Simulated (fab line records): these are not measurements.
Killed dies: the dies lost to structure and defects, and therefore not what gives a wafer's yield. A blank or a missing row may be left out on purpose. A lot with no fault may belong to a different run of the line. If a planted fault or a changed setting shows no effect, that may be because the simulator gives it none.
Which tool did it? || flow n5 finfet || 12 lots, 36 wafers sampled, at 4 steps of a route of 1938

WHAT THE GAUGES SHOWED, per wafer
N5_BEOL_M7_INSPECT_30: inspects for defects (brightfield).
{"lot": "L075", "measured": "day 9 17:08", "on": "defect inspect-02", "raw defect count": "434 465 405"}
{"lot": "L076", "measured": "day 9 23:32", "on": "defect inspect-02", "raw defect count": "370 304 372"}
{"lot": "L079", "measured": "day 10 13:25", "on": "defect inspect-01", "raw defect count": "309 420 405"}
{"lot": "L082", "measured": "day 11 01:18", "on": "defect inspect-02", "raw defect count": "336 361 343"}
{"lot": "L083", "measured": "day 11 17:23", "on": "defect inspect-02", "raw defect count": "385 453 387"}
{"lot": "L085", "measured": "day 12 08:11", "on": "defect inspect-01", "raw defect count": "325 399 493"}
{"lot": "L086", "measured": "day 12 22:42", "on": "defect inspect-02", "raw defect count": "495 271 357"}
{"lot": "L089", "measured": "day 13 03:13", "on": "defect inspect-02", "raw defect count": "305 337 343"}
{"lot": "L090", "measured": "day 13 10:14", "on": "defect inspect-01", "raw defect count": "427 544 363"}
{"lot": "L093", "measured": "day 14 03:43", "on": "defect inspect-01", "raw defect count": "545 466 431"}
{"lot": "L095", "measured": "day 14 19:46", "on": "defect inspect-02", "raw defect count": "245 322 314"}
{"lot": "L097", "measured": "day 14 23:38", "on": "defect inspect-01", "raw defect count": "533 519 538"}

TOOL THAT RAN EACH LOT (tool first, then ch and the chambers of the sampled wafers, then the start)
{"lot": "L075", "N5_BEOL_M5_PRE_CLEAN_45": "pvd sputter-01, day 8 21:58", "N5_BEOL_M6_ETCH_61": "rie diel-01 ch 0,2,3, day 9 07:32", "N5_BEOL_M6_SURFACE_TREAT_79": "pvd sputter-02, day 9 12:09"}
{"lot": "L076", "N5_BEOL_M5_PRE_CLEAN_45": "pvd sputter-01, day 9 04:02", "N5_BEOL_M6_ETCH_61": "rie diel-02 ch 2,3, day 9 14:00", "N5_BEOL_M6_SURFACE_TREAT_79": "pvd sputter-03, day 9 17:11"}
{"lot": "L079", "N5_BEOL_M5_PRE_CLEAN_45": "pvd sputter-03, day 9 15:56", "N5_BEOL_M6_ETCH_61": "rie diel-06 ch 1,2, day 10 01:32", "N5_BEOL_M6_SURFACE_TREAT_79": "pvd sputter-01, day 10 05:28"}
{"lot": "L082", "N5_BEOL_M5_PRE_CLEAN_45": "pvd sputter-01, day 10 05:52", "N5_BEOL_M6_ETCH_61": "rie diel-06 ch 0,2,3, day 10 14:21", "N5_BEOL_M6_SURFACE_TREAT_79": "pvd sputter-03, day 10 18:48"}
{"lot": "L083", "N5_BEOL_M5_PRE_CLEAN_45": "pvd sputter-02, day 10 16:05", "N5_BEOL_M6_ETCH_61": "rie diel-06 ch 2,3, day 11 08:29", "N5_BEOL_M6_SURFACE_TREAT_79": "pvd sputter-03, day 11 11:43"}
{"lot": "L085", "N5_BEOL_M5_PRE_CLEAN_45": "pvd sputter-03, day 11 08:10", "N5_BEOL_M6_ETCH_61": "rie diel-06 ch 0,1,3, day 11 16:10", "N5_BEOL_M6_SURFACE_TREAT_79": "pvd sputter-02, day 11 20:53"}
{"lot": "L086", "N5_BEOL_M5_PRE_CLEAN_45": "pvd sputter-03, day 11 21:37", "N5_BEOL_M6_ETCH_61": "rie diel-02 ch 0,2, day 12 12:09", "N5_BEOL_M6_SURFACE_TREAT_79": "pvd sputter-01, day 12 15:30"}
{"lot": "L089", "N5_BEOL_M5_PRE_CLEAN_45": "pvd sputter-02, day 12 09:40", "N5_BEOL_M6_ETCH_61": "rie diel-06 ch 1,2,3, day 12 18:43", "N5_BEOL_M6_SURFACE_TREAT_79": "pvd sputter-03, day 12 23:01"}
{"lot": "L090", "N5_BEOL_M5_PRE_CLEAN_45": "pvd sputter-03, day 12 14:49", "N5_BEOL_M6_ETCH_61": "rie diel-06 ch 0,2,3, day 12 23:47", "N5_BEOL_M6_SURFACE_TREAT_79": "pvd sputter-01, day 13 03:37"}
{"lot": "L093", "N5_BEOL_M5_PRE_CLEAN_45": "pvd sputter-03, day 13 07:46", "N5_BEOL_M6_ETCH_61": "rie diel-06 ch 0,1,2, day 13 16:40", "N5_BEOL_M6_SURFACE_TREAT_79": "pvd sputter-02, day 13 20:17"}
{"lot": "L095", "N5_BEOL_M5_PRE_CLEAN_45": "pvd sputter-02, day 14 02:22", "N5_BEOL_M6_ETCH_61": "rie diel-01 ch 0,1, day 14 10:46", "N5_BEOL_M6_SURFACE_TREAT_79": "pvd sputter-02, day 14 14:02"}
{"lot": "L097", "N5_BEOL_M5_PRE_CLEAN_45": "pvd sputter-03, day 14 05:14", "N5_BEOL_M6_ETCH_61": "rie diel-02 ch 0,1, day 14 15:18", "N5_BEOL_M6_SURFACE_TREAT_79": "pvd sputter-01, day 14 17:53"}
- N5_BEOL_M5_PRE_CLEAN_45: time 30 s.
- N5_BEOL_M6_ETCH_61: etches SiARC in CF4, target depth 45.5 nm, time 75.8 s.
- N5_BEOL_M6_SURFACE_TREAT_79

THE ANSWER, worked out from the rows above alone
Rule: the usual values come from the lots themselves. The widest of any qualifying gaps counts: lots, ordered by their means at a reading, are off when they make up no more than a third of the lots, leave a main group of 4 or more, and stand apart from it by 3 or more times the standard deviation of that group's means. The tables above print the reading to a certain number of digits; a main group whose means all agree to those digits is not used. Also off: a lot with no number at a reading for which 4 or more lots have one. The other lots that the step has rows for count as sound.
None of the lots is off at any reading shown; this tells nothing.

WHAT THE SIMULATOR HAD INSERTED
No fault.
